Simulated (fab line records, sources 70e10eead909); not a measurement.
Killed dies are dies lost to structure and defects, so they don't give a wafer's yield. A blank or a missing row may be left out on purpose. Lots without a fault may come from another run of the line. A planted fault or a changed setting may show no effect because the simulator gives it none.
fab line records | flow nand_harc
record lots=6 wafers=18 last_day=32
route steps=1302 shown A_CONTACT@1036 END@1302
lots that met no fault: from a run of the same line without faults
start_h: hours from the record's first day to the start of the lot's first wafer shown | wait_h: hours since the lot's step before | " the same as in the row above | L1.1+2: a row that stands for several wafers | - no value, or no start given | * or withheld: withheld | < > ~ a bound
route shown NAME@n: a module of which the file shows steps, and the number in the route of the first | usual: mean/standard deviation of fault-free wafers | same: alike in all rows | chamber/n: place in a boat | sites: the reading at each site | _std_site: their standard deviation | _edge_site: outer sites' mean less inner sites' | radius_mm: how far each site lies from the wafer's centre | mask NAME#n: copy n | behind: the tool/chamber that last shaped the wafer | hold: why the lot was held/for how many hours/how that ended | device: the transistor (n, p or np) that didn't switch | end of line: the same wafers' tests at the end of the route | a step without rows: its recipe alone | killed: dies lost to structure and defects at the first sort, not the wafer's yield | map: a wafer's dies, x killed, . not, _ none there
set.NAME: the setting as run; set.NAME@STEP: as run at that earlier step | model.NAME: the simulator's own value behind a step, which no gauge read
lots at some steps of the route; a table a step, a row a wafer
services: from which hour (start_h, from the record's first day; less than 0 if before it) a tool's chamber was out of use, for how many hours, and why
## steps
# step NHARC_A_CONTACT_EXPOSE_66
# recipe na=1.35 sigma_outer=0.8 dose_mj=59.02 mask_id=A_CC_2
# step NHARC_A_CONTACT_PEB_67
# recipe peb_temp_c=100 peb_time_s=65
# step NHARC_A_CONTACT_DEVELOP_68
# recipe develop_time_s=35 dev_temp_c=23
# step NHARC_A_CONTACT_CD_MEAS_69
# recipe target_cd_nm=300 landing_energy_ev=500
# usual cd_nm=299.8/0.48
# columns lot.wafer tool chamber start_h wait_h cd_nm
L813.1 cd_sem-03 0 512.57 - 298.7
L813.3 " 0 " " 299.6
L813.6 " 0 " " 299.4
L819.2 cd_sem-01 0 565.79 - 299.2
L819.3 " 0 " " 300.1
L819.5 " 0 " " 299.7
L822.2 cd_sem-03 0 619.57 - 300.0
L822.4 " 0 " " 300.0
L822.5 " 0 " " 300.1
L824.1 cd_sem-01 0 636.84 - 299.4
L824.3 " 0 " " 299.0
L824.5 " 0 " " 299.3
L829.1 cd_sem-02 0 693.76 - 300.2
L829.2 " 0 " " 299.5
L829.3 " 0 " " 300.2
L833.2 cd_sem-03 0 710.17 - 299.4
L833.4 " 0 " " 299.5
L833.5 " 0 " " 299.4
# step NHARC_A_CONTACT_OVL_MEAS_70
# usual overlay_x_nm=0.1/0.77 overlay_y_nm=-0.1/1.1
# columns lot.wafer tool chamber start_h wait_h overlay_x_nm overlay_y_nm
L813.1 overlay-01 - 512.66 - -0.8 -1.4
L813.3 " - " " -0.8 -1.0
L813.6 " - " " -1.1 -1.3
L819.2 overlay-01 - 565.87 - -1.4 -0.7
L819.3 " - " " -1.2 -0.4
L819.5 " - " " -1.4 -0.7
L822.2 overlay-02 - 619.66 - -0.5 1.2
L822.4 " - " " -0.5 0.5
L822.5 " - " " -0.2 1.2
L824.1 overlay-02 - 636.93 - 0.7 0.8
L824.3 " - " " 0.8 0.8
L824.5 " - " " 1.4 0.9
L829.1 overlay-01 - 693.85 - 0.5 0.3
L829.2 " - " " 1.0 0.0
L829.3 " - " " 1.1 0.1
L833.2 overlay-01 - 710.25 - 0.0 0.7
L833.4 " - " " -0.4 0.9
L833.5 " - " " -0.2 0.8
# step NHARC_A_CONTACT_INSPECT_71
# usual raw_defect_count=71/37
# columns lot.wafer tool chamber start_h wait_h raw_defect_count
L813.1 defect_inspect-01 - 512.69 0.0 19
L813.3 " - " " 23
L813.6 " - " " 15
L819.2 defect_inspect-02 - 565.91 0.0 129
L819.3 " - " " 102
L819.5 " - " " 132
L822.2 defect_inspect-01 - 619.69 0.0 70
L822.4 " - " " 76
L822.5 " - " " 75
L824.1 defect_inspect-02 - 636.97 0.0 49
L824.3 " - " " 52
L824.5 " - " " 56
L829.1 defect_inspect-01 - 693.89 0.0 94
L829.2 " - " " 105
L829.3 " - " " 108
L833.2 defect_inspect-01 - 710.29 0.0 110
L833.4 " - " " 89
L833.5 " - " " 98
# step NHARC_A_CONTACT_DESCUM_74
# recipe time_s=3 o2_flow_sccm=200 ar_flow_sccm=0 bias_power_w=0 chemistry=O2
# step NHARC_A_CONTACT_ETCH_75
# recipe target_depth_a=390 over_etch_frac=0.3 time_s=65 ion_energy_ev=80 cf4_flow_sccm=150 ar_flow_sccm=0 rf_w=300 bias_w=100 chemistry=CF4
# step NHARC_A_CONTACT_ETCH_76
# recipe target_depth_a=2600 over_etch_frac=0.3 time_s=475.3 ion_energy_ev=200 n2_flow_sccm=150 h2_flow_sccm=150 ar_flow_sccm=0 rf_w=400 bias_w=150 chemistry=N2/H2
# usual drypump_motor_current_A=6.0/0.46 oes_product_au=0.998/0.011 rf_vpp_V=429.5/2 showerhead_plenum_p_Torr=2.00/0.068 throttle_valve_pct=14.171/0.01
# columns lot.wafer tool chamber start_h wait_h drypump_motor_current_A oes_product_au rf_hours_counter_h rf_vpp_V showerhead_plenum_p_Torr throttle_valve_pct
L813.1 rie_diel-04 1 - - 5.8 1.025 38 428.8 2.00 14.146
L813.3 " 0 " " 6.7 1.010 44 434.2 2.20 14.176
L813.6 " 2 " " 5.1 0.999 - 434.5 2.18 14.172
L819.3 rie_diel-08 1 - - 6.6 0.986 2 429.1 2.00 14.159
L819.2 " 3 " " 6.5 0.989 4 428.5 2.01 14.173
L819.5 " 2 " " 5.7 0.973 - 428.2 1.97 14.172
L822.2 rie_diel-08 2 - - 5.7 0.975 11 428.0 1.97 14.155
L822.4 " 0 " " 5.6 1.002 11 429.3 1.97 14.168
L822.5 " 3 " " 6.5 0.993 - 429.1 2.01 14.182
L824.3 rie_diel-08 2 - - 5.7 1.004 14 427.8 1.97 14.157
L824.1 " 3 " " 6.5 1.016 14 429.7 2.00 14.171
L824.5 " 1 " " 6.7 0.998 - 430.9 2.00 14.192
L829.3 rie_diel-08 1 - - 6.7 0.993 26 429.0 1.99 14.163
L829.2 " 2 " " 5.7 0.988 25 429.2 1.96 14.169
L829.1 " 3 " " 6.5 1.018 26 428.5 2.00 14.173
L833.2 rie_diel-01 3 - - 5.8 1.010 46 426.4 1.89 14.171
L833.4 " 0 " " 5.7 1.004 41 431.1 2.03 14.180
L833.5 " 3 " " 5.8 1.009 - 426.9 1.89 14.188
# step NHARC_A_CONTACT_ETCH_77
# recipe target_depth_a=1089 time_s=54.5 cf4_flow_sccm=100 chf3_flow_sccm=30 ar_flow_sccm=0 rf_w=500 bias_w=200 chemistry=CF4/CHF3
# step NHARC_A_CONTACT_ETCH_78
# recipe target_depth_a=53000 over_etch_frac=0.3 time_s=1378 ion_energy_ev=150 o2_flow_sccm=400 cos_flow_sccm=20 ar_flow_sccm=0 rf_w=500 bias_w=300 chemistry=O2/COS
# step NHARC_A_CONTACT_ETCH_124
# recipe source_w=withheld pressure_mtorr=20 bias_v=withheld time_s=140 target_depth_a=7000 ar_flow_sccm=withheld c4f8_flow_sccm=withheld o2_flow_sccm=withheld chemistry=C4F8/O2/Ar
# step NHARC_A_CONTACT_ETCH_125
# recipe source_w=withheld pressure_mtorr=20 bias_v=3000 time_s=197 target_depth_a=19180 ar_flow_sccm=withheld c4f8_flow_sccm=withheld o2_flow_sccm=withheld chemistry=C4F8/O2/Ar
# columns lot.wafer tool chamber start_h wait_h rf_hours_counter_h
L813.1 har_cap_etch-03 1 514.62 0.2 46
L813.3 " 1 " " -
L813.6 " 0 " " -
L819.2 har_cap_etch-02 1 567.76 0.2 96
L819.3 " 1 " " -
L819.5 " 1 " " -
L822.2 har_cap_etch-02 1 621.69 0.2 103
L822.4 " 0 " " -
L822.5 " 0 " " -
L824.1 har_cap_etch-02 0 638.80 0.2 107
L824.3 " 0 " " -
L824.5 " 0 " " -
L829.2 har_cap_etch-01 0 695.68 0.2 30
L829.1 " 1 " " 30
L829.3 " 1 " " -
L833.2 har_cap_etch-03 1 712.15 0.2 80
L833.4 " 1 " " -
L833.5 " 1 " " -
# step NHARC_A_CONTACT_ETCH_126
# recipe source_w=withheld pressure_mtorr=20 bias_v=3000 time_s=197 target_depth_a=19180 ar_flow_sccm=withheld c4f8_flow_sccm=withheld o2_flow_sccm=withheld chemistry=C4F8/O2/Ar
# step NHARC_A_CONTACT_ETCH_127
# recipe source_w=withheld pressure_mtorr=20 bias_v=3000 time_s=197 target_depth_a=19180 ar_flow_sccm=withheld c4f8_flow_sccm=withheld o2_flow_sccm=withheld chemistry=C4F8/O2/Ar
# columns lot.wafer tool chamber start_h wait_h rf_hours_counter_h
L813.1 har_cap_etch-03 1 514.98 0.1 46
L813.3 " 1 " " -
L813.6 " 0 " " -
L819.2 har_cap_etch-02 1 568.11 0.1 97
L819.3 " 1 " " -
L819.5 " 1 " " -
L822.2 har_cap_etch-02 1 622.04 0.1 103
L822.4 " 0 " " -
L822.5 " 0 " " -
L824.1 har_cap_etch-02 0 639.15 0.1 107
L824.3 " 0 " " -
L824.5 " 0 " " -
L829.2 har_cap_etch-01 0 696.03 0.1 30
L829.1 " 1 " " 30
L829.3 " 1 " " -
L833.2 har_cap_etch-03 1 712.50 0.1 80
L833.4 " 1 " " -
L833.5 " 1 " " -
# step NHARC_A_CONTACT_ETCH_128
# recipe source_w=withheld pressure_mtorr=20 bias_v=3000 time_s=197 target_depth_a=19180 ar_flow_sccm=withheld c4f8_flow_sccm=withheld o2_flow_sccm=withheld chemistry=C4F8/O2/Ar
# step NHARC_A_CONTACT_ETCH_129
# recipe source_w=withheld pressure_mtorr=20 bias_v=3000 time_s=197 target_depth_a=19180 ar_flow_sccm=withheld c4f8_flow_sccm=withheld o2_flow_sccm=withheld chemistry=C4F8/O2/Ar
# step NHARC_A_CONTACT_ETCH_130
# recipe source_w=withheld pressure_mtorr=20 bias_v=3000 time_s=197 target_depth_a=19180 ar_flow_sccm=withheld c4f8_flow_sccm=withheld o2_flow_sccm=withheld chemistry=C4F8/O2/Ar
# step NHARC_A_CONTACT_ETCH_131
# recipe source_w=withheld pressure_mtorr=20 bias_v=3000 time_s=197 target_depth_a=19180 ar_flow_sccm=withheld c4f8_flow_sccm=withheld o2_flow_sccm=withheld chemistry=C4F8/O2/Ar
# step NHARC_A_CONTACT_ETCH_132
# recipe source_w=withheld pressure_mtorr=20 bias_v=3000 time_s=197 target_depth_a=19240 ar_flow_sccm=withheld c4f8_flow_sccm=withheld o2_flow_sccm=withheld chemistry=C4F8/O2/Ar
# step NHARC_A_CONTACT_ETCH_133
# recipe source_w=withheld pressure_mtorr=20 bias_v=400 time_s=374 target_depth_a=16100 ar_flow_sccm=withheld c4f8_flow_sccm=11.5 o2_flow_sccm=7.2 chemistry=C4F8/O2/Ar
# columns lot.wafer tool chamber start_h wait_h rf_hours_counter_h
L813.1 har_cap_etch-03 1 516.07 0.2 47
L813.3 " 1 " " -
L813.6 " 0 " " -
L819.2 har_cap_etch-02 1 569.22 0.2 98
L819.3 " 1 " " -
L819.5 " 1 " " -
L822.2 har_cap_etch-02 1 623.10 0.1 104
L822.4 " 0 " " -
L822.5 " 0 " " -
L824.1 har_cap_etch-02 0 640.25 0.2 108
L824.3 " 0 " " -
L824.5 " 0 " " -
L829.2 har_cap_etch-01 0 697.09 0.1 31
L829.1 " 1 " " 31
L829.3 " 1 " " -
L833.2 har_cap_etch-03 1 713.60 0.2 81
L833.4 " 1 " " -
L833.5 " 1 " " -
# step NHARC_A_CONTACT_ETCH_91
# recipe target_depth_a=400 over_etch_frac=0.5 time_s=85.7 ion_energy_ev=120 ch3f_flow_sccm=50 o2_flow_sccm=30 ar_flow_sccm=200 rf_w=500 bias_w=100 chemistry=CH3F/O2
# step NHARC_A_CONTACT_ETCH_97
# recipe target_depth_a=200 over_etch_frac=0.5 time_s=10 ion_energy_ev=250 c4f6_flow_sccm=25 o2_flow_sccm=20 ar_flow_sccm=500 rf_w=600 bias_w=500 chemistry=C4F6/O2
# usual drypump_motor_current_A=5.9/0.49 oes_product_au=0.960/0.024 rf_vpp_V=547/3.1 showerhead_plenum_p_Torr=3.91/0.15 throttle_valve_pct=26.903/0.0085
# columns lot.wafer tool chamber start_h wait_h drypump_motor_current_A oes_product_au rf_hours_counter_h rf_vpp_V showerhead_plenum_p_Torr throttle_valve_pct
L813.1 rie_diel-04 1 - - 5.8 0.970 39 544 3.86 26.898
L813.3 " 2 " " 5.2 0.952 46 551 4.16 26.915
L813.6 " 1 " " 5.8 0.975 - 546 3.86 26.893
L819.3 rie_diel-04 0 570.10 0.1 6.7 0.954 9 552 4.19 26.902
L819.2 " 3 " " 5.5 0.952 11 554 4.22 26.896
L819.5 " 0 " " 6.6 0.955 - 552 4.19 26.900
L822.2 rie_diel-08 0 - - 5.6 0.947 13 546 3.80 26.910
L822.4 " 1 " " 6.7 0.941 13 544 3.85 26.896
L822.5 " 0 " " 5.6 0.951 - 546 3.80 26.913
L824.1 rie_diel-08 1 - - 6.7 0.964 16 544 3.85 26.918
L824.3 " 3 " " 6.5 0.939 16 546 3.86 26.909
L824.5 " 0 " " 5.6 0.956 - 544 3.80 26.892
L829.3 rie_diel-04 1 - - 5.8 0.977 51 546 3.83 26.907
L829.2 " 2 " " 5.1 0.959 49 550 4.13 26.902
L829.1 " 0 " " 6.7 0.961 55 552 4.16 26.900
L833.2 rie_diel-08 3 714.49 0.1 6.5 1.010 30 545 3.86 26.898
L833.5 " 2 " " 5.7 0.985 - 544 3.79 26.906
L833.4 " 3 " " 6.5 1.006 - 544 3.86 26.907
# step NHARC_A_CONTACT_CD_MEAS_80
# usual cd_nm=289.3/0.8
# columns lot.wafer tool chamber start_h wait_h cd_nm
L813.1 cd_sem-02 - 517.01 - 289.9
L813.3 " - " " 290.3
L813.6 " - " " 290.5
L819.2 cd_sem-01 - 570.19 - 288.9
L819.3 " - " " 288.5
L819.5 " - " " 289.3
L822.2 cd_sem-03 - 624.11 - 288.8
L822.4 " - " " 288.6
L822.5 " - " " 289.0
L824.1 cd_sem-01 - 641.17 - 288.1
L824.3 " - " " 288.1
L824.5 " - " " 288.1
L829.1 cd_sem-02 - 698.09 - 289.3
L829.2 " - " " 288.8
L829.3 " - " " 290.0
L833.2 cd_sem-02 - 714.57 - 288.7
L833.4 " - " " 288.8
L833.5 " - " " 288.8
# step NHARC_A_CONTACT_STRIP_103
# recipe n2_flow_sccm=150 h2_flow_sccm=150 ar_flow_sccm=0 bias_w=0 chemistry=N2/H2
# step NHARC_A_CONTACT_STRIP_104
# recipe cf4_flow_sccm=100 chf3_flow_sccm=30 ar_flow_sccm=0 bias_w=0 chemistry=CF4/CHF3
# step NHARC_A_CONTACT_STRIP_105
# recipe o2_flow_sccm=400 cos_flow_sccm=20 ar_flow_sccm=0 bias_w=0 chemistry=O2/COS
# step NHARC_A_CONTACT_ETCH_106
# recipe target_depth_a=900 overetch_a=90 time_s=49.5 ion_energy_ev=100 cf4_flow_sccm=80 o2_flow_sccm=20 ar_flow_sccm=0 rf_w=300 bias_w=100 chemistry=CF4/O2
# step NHARC_A_CONTACT_STRIP_82
# recipe o2_flow_sccm=500 ar_flow_sccm=0 bias_w=0 chemistry=O2
# usual drypump_motor_current_A=5.9/0.47 oes_product_au=0.997/0.011 rf_vpp_V=57.7/0.93 showerhead_plenum_p_Torr=3.49/0.12 throttle_valve_pct=17.037/0.0092
# columns lot.wafer tool chamber start_h wait_h drypump_motor_current_A oes_product_au rf_hours_counter_h rf_vpp_V showerhead_plenum_p_Torr throttle_valve_pct
L813.3 rie_diel-04 3 - - 5.5 1.017 40 55.5 3.28 17.064
L813.1 " 0 " " 6.7 1.003 45 60.3 3.78 17.030
L813.6 " 2 " " 5.1 1.000 - 59.4 3.75 17.033
L819.3 rie_diel-08 1 - - 6.7 0.970 3 58.2 3.47 17.038
L819.2 " 2 " " 5.7 0.970 4 59.5 3.42 17.037
L819.5 " 3 " " 6.5 0.993 - 57.5 3.48 17.038
L822.2 rie_diel-08 2 - - 5.7 0.974 13 54.8 3.41 17.040
L822.4 " 0 " " 5.6 1.007 13 57.7 3.41 17.036
L822.5 " 2 " " 5.7 0.971 - 58.3 3.41 17.032
L824.1 rie_diel-08 1 - - 6.6 0.984 16 58.5 3.46 17.042
L824.3 " 0 " " 5.6 0.994 16 56.7 3.41 17.044
L824.5 " 1 " " 6.6 0.996 - 58.7 3.46 17.034
L829.1 rie_diel-08 0 - - 5.6 1.001 29 57.4 3.41 17.033
L829.3 " 1 " " 6.6 0.986 28 57.0 3.46 17.036
L829.2 " 2 " " 5.7 0.999 27 57.5 3.40 17.023
L833.2 rie_diel-08 2 - - 5.7 0.981 28 58.1 3.40 17.031
L833.5 " 0 " " 5.6 1.008 - 57.3 3.41 17.039
L833.4 " 2 " " 5.7 0.974 - 57.1 3.40 17.026
# step NHARC_A_CONTACT_STRIP_83
# recipe time_s=600 temp_c=30 chemistry=post_etch_residue_remover
# step NHARC_A_CONTACT_DEP_84
# recipe target_thk_a=28000 temp_c=400 material=aC
# step NHARC_A_CONTACT_DEP_85
# recipe target_thk_a=600 target_thk_nm=60 temp_c=400 pressure_torr=3.5 flow_sccm=200 rf_w=350 material=SiON
# step NHARC_A_CONTACT_DEHYDRATE_00
# recipe temp_c=150 time_s=120
# step NHARC_A_CONTACT_HMDS_01
# recipe time_s=30
# step NHARC_A_CONTACT_COAT_86
# recipe temp_c=260 time_s=75
# step NHARC_A_CONTACT_COAT_87
# recipe temp_c=225 time_s=65
# step NHARC_A_CONTACT_COAT_02
# recipe spin_rpm=1500 resist_thk_nm=90
# step NHARC_A_CONTACT_SOFTBAKE_03
# recipe temp_c=105 time_s=55
# step NHARC_A_CONTACT_EBR_04
# step NHARC_A_CONTACT_EXPOSE_05
# recipe na=1.35 sigma_outer=0.8 dose_mj=84.24 mask_id=A_CC
# step NHARC_A_CONTACT_PEB_06
# recipe peb_temp_c=100 peb_time_s=65
# step NHARC_A_CONTACT_DEVELOP_07
# recipe develop_time_s=35 dev_temp_c=23
# step NHARC_A_CONTACT_DESCUM_13
# recipe time_s=3 o2_flow_sccm=200 ar_flow_sccm=0 bias_power_w=0 chemistry=O2
# usual drypump_motor_current_A=6.0/0.48 oes_product_au=0.996/0.012 rf_vpp_V=57.5/0.84 showerhead_plenum_p_Torr=1.88/0.054 throttle_valve_pct=11.310/0.0094
# columns lot.wafer tool chamber start_h wait_h hold drypump_motor_current_A oes_product_au rf_hours_counter_h rf_vpp_V showerhead_plenum_p_Torr throttle_valve_pct
L813.3 rie_diel-08 3 520.53 0.1 - 6.5 1.005 28 58.6 1.89 11.309
L813.1 " 0 " " - 5.6 1.021 26 57.5 1.85 11.313
L813.6 " 2 " " - 5.7 0.982 - 56.4 1.85 11.310
L819.3 rie_diel-08 1 573.94 0.1 - 6.6 0.988 4 58.1 1.88 11.323
L819.2 " 2 " " - 5.7 0.972 5 58.1 1.85 11.301
L819.5 " 0 " " - 5.6 1.004 - 58.0 1.85 11.299
L822.4 rie_diel-08 0 636.08 2.2 await_dispo/1.9h/release 5.6 0.995 14 57.3 1.85 11.300
L822.2 " 1 " " await_dispo/1.9h/release 6.6 1.000 13 57.6 1.88 11.308
L822.5 " 0 " " await_dispo/1.9h/release 5.6 0.999 - 57.7 1.85 11.328
L824.3 rie_diel-08 3 656.46 11.6 await_dispo/11.1h/release 6.5 0.993 16 56.2 1.88 11.302
L824.1 " 0 " " await_dispo/11.1h/release 5.6 1.001 16 57.8 1.85 11.297
L824.5 " 3 " " await_dispo/11.1h/release 6.5 0.999 - 57.4 1.88 11.314
L829.3 rie_diel-08 2 701.72 0.1 - 5.7 0.988 27 58.5 1.84 11.309
L829.1 " 3 " " - 6.5 1.005 28 56.4 1.88 11.313
L829.2 " 1 " " - 6.6 0.998 28 59.0 1.87 11.309
L833.2 rie_diel-08 1 719.31 0.1 - 6.6 0.996 30 57.6 1.87 11.323
L833.4 " 2 " " - 5.7 0.986 30 57.0 1.84 11.310
L833.5 " 1 " " - 6.6 1.002 - 57.5 1.87 11.317
# step NHARC_END_SORT_01
# recipe temp_c=25
# usual killed_at_array=53/21 killed_at_other=0.8/1.1 killed_at_periphery=4.2/2.7 killed_dies=58/22 killed_open=3.4/1.9 killed_short=2.5/1.6
# same gross_dies=677
# columns lot.wafer tool chamber start_h wait_h killed_at_array killed_at_other killed_at_periphery killed_dies killed_open killed_short
L813.1 prober-02 0 571.26 2.5 26 1 4 31 7 2
L813.3 prober-02 0 572.86 3.1 28 3 1 32 4 2
L813.6 prober-02 0 575.25 4.0 22 0 2 24 0 4
L819.2 prober-02 0 621.92 2.8 76 2 2 80 4 1
L819.3 prober-02 0 622.70 3.1 76 2 3 81 4 2
L819.5 prober-02 0 624.28 3.7 83 0 2 85 1 4
L822.2 prober-02 0 712.44 2.8 120 0 4 124 3 1
L822.4 prober-02 0 714.04 3.4 133 1 3 137 4 0
L822.5 prober-02 0 714.85 3.7 117 0 11 128 5 2
L824.1 prober-02 0 727.20 2.5 109 0 2 111 3 3
L824.3 prober-02 0 728.77 3.1 109 0 5 114 8 1
L824.5 prober-02 0 730.35 3.6 111 0 1 112 2 2
L829.1 prober-02 0 765.01 2.5 60 0 1 61 5 1
L829.2 prober-02 0 765.80 2.8 72 0 7 79 8 4
L829.3 prober-02 0 766.59 3.1 57 1 6 64 4 4
# killed by level:class
L813.1 A_CHANNEL_HOLE_D2:chamber_film_flake=5 A_CONTACT:chamber_film_flake=5 A_DECK1_JOINT:geometric_particle:open=2 A_ZERO_WELL:chamber_film_flake=2 A_CHANNEL_HOLE_D1:chamber_film_flake=2 A_SGD_CUT:chamber_film_flake=2 A_BLC:chamber_film_flake=2 P_GATE:geometric_particle:open=1
L813.3 A_CHANNEL_HOLE_D2:chamber_film_flake=6 A_SGD_CUT:chamber_film_flake=5 A_CONTACT:chamber_film_flake=4 A_ZERO_WELL:chamber_film_flake=3 A_STAIRCASE:chamber_film_flake=3 THIN_TSV:chamber_film_flake=3 P_M1:geometric_particle:open=1 A_ONON_D2:geometric_particle:short=1
L813.6 A_CHANNEL_HOLE_D2:chamber_film_flake=5 A_STAIRCASE:chamber_film_flake=3 A_SGD_CUT:chamber_film_flake=3 P_GATE:chamber_film_flake=2 A_CONTACT:chamber_film_flake=2 A_BLC:chamber_film_flake=2 A_ONON_D1:geometric_particle:short=1 A_ONON_D2:geometric_particle:short=1
L819.2 A_CHANNEL_HOLE_D2:chamber_film_flake=29 A_CHANNEL_HOLE_D1:chamber_film_flake=21 A_CONTACT:chamber_film_flake=11 A_STAIRCASE:chamber_film_flake=9 THIN_TSV:chamber_film_flake=2 P_STI:geometric_particle:short=1 A_ONON_D1:geometric_particle:open=1 A_CHANNEL_FILL_D2:geometric_particle:open=1
L819.3 A_CHANNEL_HOLE_D2:chamber_film_flake=37 A_CHANNEL_HOLE_D1:chamber_film_flake=17 A_CONTACT:chamber_film_flake=10 A_STAIRCASE:chamber_film_flake=6 A_CHANNEL_FILL_D2:chamber_film_flake=2 THIN_TSV:chamber_film_flake=2 P_STI:geometric_particle:short=1 P_CONTACT:geometric_particle:open=1
L819.5 A_CHANNEL_HOLE_D2:chamber_film_flake=33 A_CHANNEL_HOLE_D1:chamber_film_flake=29 A_CONTACT:chamber_film_flake=9 A_STAIRCASE:chamber_film_flake=7 P_M0:geometric_particle:short=1 A_CHANNEL_FILL_D1:geometric_particle:short=1 A_CHANNEL_HOLE_D2:geometric_particle:short=1 A_CHANNEL_FILL_D2:geometric_particle:open=1
L822.2 A_CONTACT:unspecified=72 A_SLIT:chamber_film_flake=26 A_CHANNEL_HOLE_D2:chamber_film_flake=8 A_CHANNEL_HOLE_D1:chamber_film_flake=4 P_BONDPAD:chamber_film_flake=2 A_CHANNEL_FILL_D2:chamber_film_flake=2 A_M1:chamber_film_flake=2 P_M0:geometric_particle:open=1
L822.4 A_CONTACT:unspecified=76 A_SLIT:chamber_film_flake=32 A_CHANNEL_HOLE_D2:chamber_film_flake=14 A_CHANNEL_HOLE_D1:chamber_film_flake=5 P_GATE:chamber_film_flake=2 A_M1:chamber_film_flake=2 P_M0:geometric_particle:open=1 A_CHANNEL_FILL_D2:geometric_particle:open=1
L822.5 A_CONTACT:unspecified=68 A_SLIT:chamber_film_flake=32 A_CHANNEL_HOLE_D2:chamber_film_flake=10 P_GATE:chamber_film_flake=4 P_BONDPAD:chamber_film_flake=4 A_WL_FILL:geometric_particle:open=2 P_GATE:geometric_particle:open=1 A_WL_FILL:geometric_particle:short=1
L824.1 A_CONTACT:unspecified=77 A_CHANNEL_HOLE_D1:chamber_film_flake=25 A_WL_FILL:geometric_particle:open=2 P_STI:geometric_particle:short=1 A_CHANNEL_FILL_D1:geometric_particle:short=1 A_DECK1_JOINT:geometric_particle:short=1 A_M1:geometric_particle:open=1 P_ZERO_WELL:chamber_film_flake=1
L824.3 A_CONTACT:unspecified=68 A_CHANNEL_HOLE_D1:chamber_film_flake=29 P_CONTACT:geometric_particle:open=3 A_SLIT:chamber_film_flake=2 A_ONON_D1:geometric_particle:open=1 A_CHANNEL_HOLE_D1:geometric_particle:open=1 A_CHANNEL_FILL_D1:geometric_particle:open=1 A_DECK1_JOINT:geometric_particle:short=1
L824.5 A_CONTACT:unspecified=72 A_CHANNEL_HOLE_D1:chamber_film_flake=33 A_ONON_D1:geometric_particle:short=1 A_CHANNEL_HOLE_D1:geometric_particle:open=1 A_STAIRCASE:geometric_particle:short=1 A_M0:geometric_particle:open=1 P_ZERO_WELL:chamber_film_flake=1 A_SLIT:chamber_film_flake=1
L829.1 A_SLIT:chamber_film_flake=22 A_CHANNEL_HOLE_D2:chamber_film_flake=15 A_CHANNEL_HOLE_D1:chamber_film_flake=7 A_CHANNEL_FILL_D2:chamber_film_flake=4 A_STAIRCASE:chamber_film_flake=4 A_BLC:chamber_film_flake=2 P_CONTACT:geometric_particle:open=1 A_CHANNEL_FILL_D1:geometric_particle:open=1
L829.2 A_SLIT:chamber_film_flake=31 A_CHANNEL_HOLE_D2:chamber_film_flake=14 A_CHANNEL_HOLE_D1:chamber_film_flake=8 P_GATE:chamber_film_flake=5 A_STAIRCASE:chamber_film_flake=3 A_CONTACT:chamber_film_flake=2 P_M0:geometric_particle:open=1 A_SOURCE_PLATE:geometric_particle:short=1
L829.3 A_SLIT:chamber_film_flake=19 A_CHANNEL_HOLE_D2:chamber_film_flake=15 A_CHANNEL_HOLE_D1:chamber_film_flake=8 A_CHANNEL_FILL_D1:chamber_film_flake=4 A_STAIRCASE:chamber_film_flake=3 A_CONTACT:chamber_film_flake=3 P_ZERO_WELL:chamber_film_flake=2 P_STI:geometric_particle:short=1
# map L822.4 (x killed, . not)
____________.____________
_________......._________
_______..........._______
______.............______
_____..............._____
____..........xx.....____
____.......x....x....____
___......x.x...xx.....___
___...x......xx..xx...___
__x.x.xxx...xxxxxx.....__
__...x.xx...xxxxx......__
_....xxx....xxxxx......._
_....x.x....xxxxxxx....._
_............xxx........_
_.............x........x_
_.....x..............x.._
.....................x...
.........x.x..x..........
......x..x...............
......x.xxx...x.......x..
.....xxxxxxxx............
_....xxxxxxxx....x......_
_....x.xxxxxx...x......._
_....xxxxxxxx..........._
_....xxxxxxx............_
_....xxxxxxx............_
__...xxxxxxx...........__
__....xxxxxxx..........__
___....xxxx...........___
___..x.x.x............___
____.................____
____......x..........____
_____..............._____
______.............______
_______..........._______
_________......._________
____________.____________
# map L824.3 (x killed, . not)
____________.____________
_________......._________
_______....x......_______
______.............______
_____..............._____
____.................____
____.................____
___...................___
___......x............___
__..x..................__
__......x..............__
_......................._
_.......x.........x....._
_......................x_
_......................._
_......x.x.....x........_
............xxx..........
......x.x.x.xxx..........
......x.xxxxxxx.x........
......xxxx.xxxx..........
......xxxxxxxx...........
_....x.xxxxxxxxxx......._
_...x.xxxxxxx.x..x......_
_...xxxxxxxxxx.........._
_....xxxxxxxxxx........._
_....xxxxxxxx..........._
__.....xxx.x...........__
__....xxxx.xx..........__
___...xxxx.x..........___
___......x.........x..___
____......x..........____
____..........x......____
_____.x............._____
______........x....______
_______..........._______
_________......._________
____________.____________
## services
# columns tool chamber start_h hours kind
har_cap_etch-02 - 489.05 0.5 repair
har_cap_etch-01 - 497.00 17.0 pm
rie_diel-08 0 499.88 - clean
rie_diel-08 1 499.88 - clean
rie_diel-08 2 499.88 - clean
rie_diel-08 3 499.88 - clean
rie_diel-08 0 524.38 - clean
rie_diel-08 1 524.38 - clean
rie_diel-08 2 524.38 - clean
rie_diel-08 3 524.38 - clean
rie_diel-04 - 535.83 9.0 pm
rie_diel-08 - 545.31 9.0 pm
rie_diel-08 0 545.31 9.0 vent_cycle
rie_diel-08 1 545.31 9.0 vent_cycle
rie_diel-08 2 545.31 9.0 vent_cycle
rie_diel-08 3 545.31 9.0 vent_cycle
rie_diel-08 0 554.31 - clean
rie_diel-08 1 554.31 - clean
rie_diel-01 1 558.22 4.2 repair
rie_diel-01 - 560.99 9.0 pm
rie_diel-04 2 634.37 5.1 repair
rie_diel-01 1 646.94 11.9 repair
rie_diel-08 1 709.58 7.9 repair
rie_diel-04 - 712.83 9.0 pm
## key
first_sign step=NHARC_END_SORT_01 reading=killed_at_array direction=up sigmas=3 usual=53 struck=116
effect step=NHARC_END_SORT_01 reading=killed_dies direction=up sigmas=2.9 usual=58 struck=121
more_kills_born_at NHARC_A_CONTACT_ETCH_125@har_cap_etch-02=427
met_at NHARC_A_CONTACT_ETCH_125
struck_wafers L822.2,L822.4,L822.5,L824.1,L824.3,L824.5
tester_left_out L822,L824
onset_between 567.76 621.69
also_fits NHARC_A_CONTACT_ETCH_127:har_cap_etch-02,NHARC_A_CONTACT_ETCH_133:har_cap_etch-02
fault kind=chamber_particle_source tool=har_cap_etch-02 chamber=- onset_h=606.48 steps=NHARC_A_CONTACT_ETCH_125 rate_per_visit_cm2=0.46964 end_h=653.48
# tester_left_out: of these lots the tester's yield and bins aren't shown, on N5 and GAA mostly nor the transistor test; their killed dies are dies lost to structure and defects alone, not to doping, threshold or leakage, so they don't give the yield
